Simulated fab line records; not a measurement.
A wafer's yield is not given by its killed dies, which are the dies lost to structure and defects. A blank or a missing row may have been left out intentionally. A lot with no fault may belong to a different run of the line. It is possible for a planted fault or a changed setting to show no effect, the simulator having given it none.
Matching of chambers | flow nand_harc | NHARC_A_SGD_CUT_ETCHBACK_24 on rie_diel-05: 4 sister chambers
The step etches the open film in CH3F/O2, target depth 50 nm, time 92.857 s. 20 wafers are shown with their chamber, then 10 later ones without.

WAFERS PAIRED WITH THEIR CHAMBERS
wafer  | chamber | drypump_motor_current_A (A) | rf_vpp_V (V) | throttle_valve_pct (%)
L079.4 | 0       | 5.1                         | 243.9        | 20.672
L079.5 | 1       | 6.2                         | 244.6        | 20.682
L079.6 | 3       | 5.2                         | 244.1        | 20.672
L078.1 | 0       | 5.1                         | 244.6        | 20.658
L078.4 | 3       | 5.2                         | 244.2        | 20.664
L078.5 | 0       | 5.1                         | 243.3        | 20.648
L083.3 | 0       | 5.1                         | 244.0        | 20.658
L083.5 | 0       | 5.1                         | 244.8        | 20.655
L083.6 | 3       | 5.2                         | 243.3        | 20.661
L080.1 | 2       | 5.1                         | 242.0        | 20.652
L080.2 | 0       | 5.1                         | 245.0        | 20.651
L080.4 | 3       | 5.2                         | 244.4        | 20.652
L088.2 | 2       | 5.1                         | 242.4        | 20.666
L088.5 | 1       | 6.2                         | 244.9        | 20.668
L088.6 | 2       | 5.1                         | 242.5        | 20.663
L087.4 | 2       | 5.1                         | 243.2        | 20.657
L087.5 | 3       | 5.1                         | 245.0        | 20.671
L087.6 | 0       | 5.1                         | 244.2        | 20.661
L092.2 | 1       | 6.2                         | 243.2        | 20.660
L092.5 | 0       | 5.1                         | 243.5        | 20.665

SIGNATURES (means of the wafers above)
reading                 | chamber 0 | chamber 1 | chamber 2 | chamber 3 | scatter within a chamber
drypump_motor_current_A | 5.100     | 6.200     | 5.100     | 5.180     | 0.0224
rf_vpp_V                | 244.162   | 244.233   | 242.525   | 244.200   | 0.636
throttle_valve_pct      | 20.65850  | 20.67000  | 20.65950  | 20.66400  | 0.00807
Rule: a wafer lies at a distance from a chamber equal to the root of the sum of squares, over the readings, of (its reading less the chamber's mean, divided by the reading's scatter). If the next closest chamber is less than 2 further off than the closest, the wafer can't be placed; otherwise it belongs to the closest. The scatter is the square root of a quotient: the sum, over the shown wafers, of each reading's squared deviation from its chamber's mean, divided by wafers minus chambers.

WAFERS WITH NO CHAMBER GIVEN
wafer  | drypump_motor_current_A (A) | rf_vpp_V (V) | throttle_valve_pct (%)
L092.6 | 6.2                         | 244.7        | 20.660
L097.3 | 5.2                         | 244.8        | 20.668
L097.4 | 5.1                         | 242.6        | 20.654
L097.6 | 5.1                         | 242.8        | 20.667
L093.1 | 5.1                         | 243.1        | 20.660
L093.2 | 5.2                         | 243.6        | 20.646
L093.5 | 6.2                         | 243.9        | 20.659
L095.1 | 5.2                         | 243.9        | 20.639
L095.2 | 5.1                         | 241.4        | 20.651
L095.6 | 6.2                         | 243.3        | 20.660

CHAMBER TAKEN BY EACH
wafer  | from the rows above     | in truth
L092.6 | 1                       | 1
L097.3 | 3                       | 3
L097.4 | can't be placed: 2 or 0 | 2
L097.6 | can't be placed: 2 or 0 | 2
L093.1 | can't be placed: 2 or 0 | 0
L093.2 | 3                       | 3
L093.5 | 1                       | 1
L095.1 | can't be placed: 3 or 0 | 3
L095.2 | 2                       | 2
L095.6 | 1                       | 1
Correctly placed: 6 of 10. Cannot be placed on the basis of these rows: 4; the candidates contain the true chamber in 4. Wrongly placed: 0.
